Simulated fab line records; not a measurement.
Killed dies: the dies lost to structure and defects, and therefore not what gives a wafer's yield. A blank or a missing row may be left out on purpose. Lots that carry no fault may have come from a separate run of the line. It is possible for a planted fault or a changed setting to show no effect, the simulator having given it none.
Chamber matching / flow n5 finfet / rie diel-03 running N5_BEOL_M6_STRIP_19: 4 sister chambers
The step strips in O2. 20 wafers are shown with their chamber, then 10 later ones without.

== EACH WAFER AND ITS CHAMBER ==
wafer=L078.1; chamber=3; showerhead plenum p Torr (Torr)=2.16; drypump motor current A (A)=6.5; throttle valve pct (%)=16.8
wafer=L078.3; chamber=2; showerhead plenum p Torr (Torr)=2.01; drypump motor current A (A)=5.3; throttle valve pct (%)=16.5
wafer=L078.4; chamber=3; showerhead plenum p Torr (Torr)=2.16; drypump motor current A (A)=6.5; throttle valve pct (%)=16.8
wafer=L079.1; chamber=1; showerhead plenum p Torr (Torr)=2.14; drypump motor current A (A)=5.2; throttle valve pct (%)=16.3
wafer=L079.4; chamber=3; showerhead plenum p Torr (Torr)=2.16; drypump motor current A (A)=6.5; throttle valve pct (%)=16.8
wafer=L079.6; chamber=1; showerhead plenum p Torr (Torr)=2.14; drypump motor current A (A)=5.1; throttle valve pct (%)=16.3
wafer=L082.3; chamber=3; showerhead plenum p Torr (Torr)=2.15; drypump motor current A (A)=6.5; throttle valve pct (%)=16.8
wafer=L082.4; chamber=2; showerhead plenum p Torr (Torr)=2.01; drypump motor current A (A)=5.3; throttle valve pct (%)=16.5
wafer=L082.6; chamber=1; showerhead plenum p Torr (Torr)=2.14; drypump motor current A (A)=5.2; throttle valve pct (%)=16.3
wafer=L083.2; chamber=1; showerhead plenum p Torr (Torr)=2.14; drypump motor current A (A)=5.2; throttle valve pct (%)=16.3
wafer=L083.4; chamber=3; showerhead plenum p Torr (Torr)=2.15; drypump motor current A (A)=6.5; throttle valve pct (%)=16.8
wafer=L083.6; chamber=2; showerhead plenum p Torr (Torr)=2.01; drypump motor current A (A)=5.3; throttle valve pct (%)=16.5
wafer=L090.1; chamber=0; showerhead plenum p Torr (Torr)=2.24; drypump motor current A (A)=5.6; throttle valve pct (%)=16.4
wafer=L090.2; chamber=2; showerhead plenum p Torr (Torr)=2.01; drypump motor current A (A)=5.3; throttle valve pct (%)=16.5
wafer=L090.3; chamber=1; showerhead plenum p Torr (Torr)=2.13; drypump motor current A (A)=5.2; throttle valve pct (%)=16.3
wafer=L090.4; chamber=3; showerhead plenum p Torr (Torr)=2.15; drypump motor current A (A)=6.5; throttle valve pct (%)=16.3
wafer=L090.5; chamber=1; showerhead plenum p Torr (Torr)=2.14; drypump motor current A (A)=5.2; throttle valve pct (%)=16.3
wafer=L090.6; chamber=0; showerhead plenum p Torr (Torr)=2.25; drypump motor current A (A)=5.7; throttle valve pct (%)=16.4
wafer=L091.1; chamber=3; showerhead plenum p Torr (Torr)=2.15; drypump motor current A (A)=6.5; throttle valve pct (%)=16.3
wafer=L091.2; chamber=0; showerhead plenum p Torr (Torr)=2.24; drypump motor current A (A)=5.6; throttle valve pct (%)=16.4

SIGNATURES (means of the wafers above)
reading=showerhead plenum p Torr; chamber 0=2.2433; chamber 1=2.1383; chamber 2=2.0100; chamber 3=2.1543; scatter within a chamber=0.00448
reading=drypump motor current A; chamber 0=5.633; chamber 1=5.183; chamber 2=5.300; chamber 3=6.500; scatter within a chamber=0.0306
reading=throttle valve pct; chamber 0=16.400; chamber 1=16.300; chamber 2=16.500; chamber 3=16.657; scatter within a chamber=0.149
Rule: a wafer's distance from a chamber is the root of the sum, over the readings, of the square of ((its reading less the chamber's mean) divided by the reading's scatter). If the next closest chamber is less than 2 further off than the closest, the wafer can't be placed; otherwise it belongs to the closest. The scatter: the root of (the sum of the squares of (reading less its chamber's mean) over the shown wafers, divided by (wafers less chambers)).

== WAFERS WITH NO CHAMBER GIVEN ==
wafer=L091.6; showerhead plenum p Torr (Torr)=2.15; drypump motor current A (A)=6.5; throttle valve pct (%)=16.3
wafer=L094.1; showerhead plenum p Torr (Torr)=2.13; drypump motor current A (A)=5.2; throttle valve pct (%)=16.3
wafer=L094.2; showerhead plenum p Torr (Torr)=2.00; drypump motor current A (A)=5.3; throttle valve pct (%)=16.5
wafer=L094.5; showerhead plenum p Torr (Torr)=2.00; drypump motor current A (A)=5.3; throttle valve pct (%)=16.5
wafer=L095.2; showerhead plenum p Torr (Torr)=2.00; drypump motor current A (A)=5.2; throttle valve pct (%)=16.5
wafer=L095.5; showerhead plenum p Torr (Torr)=2.13; drypump motor current A (A)=5.2; throttle valve pct (%)=16.3
wafer=L095.6; showerhead plenum p Torr (Torr)=2.00; drypump motor current A (A)=5.3; throttle valve pct (%)=16.5
wafer=L096.2; showerhead plenum p Torr (Torr)=2.00; drypump motor current A (A)=5.3; throttle valve pct (%)=16.5
wafer=L096.4; showerhead plenum p Torr (Torr)=2.24; drypump motor current A (A)=5.6; throttle valve pct (%)=16.4
wafer=L096.5; showerhead plenum p Torr (Torr)=2.15; drypump motor current A (A)=6.5; throttle valve pct (%)=16.3

== WHICH CHAMBER EACH WENT THROUGH ==
wafer=L091.6; from the rows above=3; in truth=3
wafer=L094.1; from the rows above=1; in truth=1
wafer=L094.2; from the rows above=2; in truth=2
wafer=L094.5; from the rows above=2; in truth=2
wafer=L095.2; from the rows above=2; in truth=2
wafer=L095.5; from the rows above=1; in truth=1
wafer=L095.6; from the rows above=2; in truth=2
wafer=L096.2; from the rows above=2; in truth=2
wafer=L096.4; from the rows above=0; in truth=0
wafer=L096.5; from the rows above=3; in truth=3
10 of 10 placed correctly. Number that these rows cannot place: 0. 0 placed wrongly.
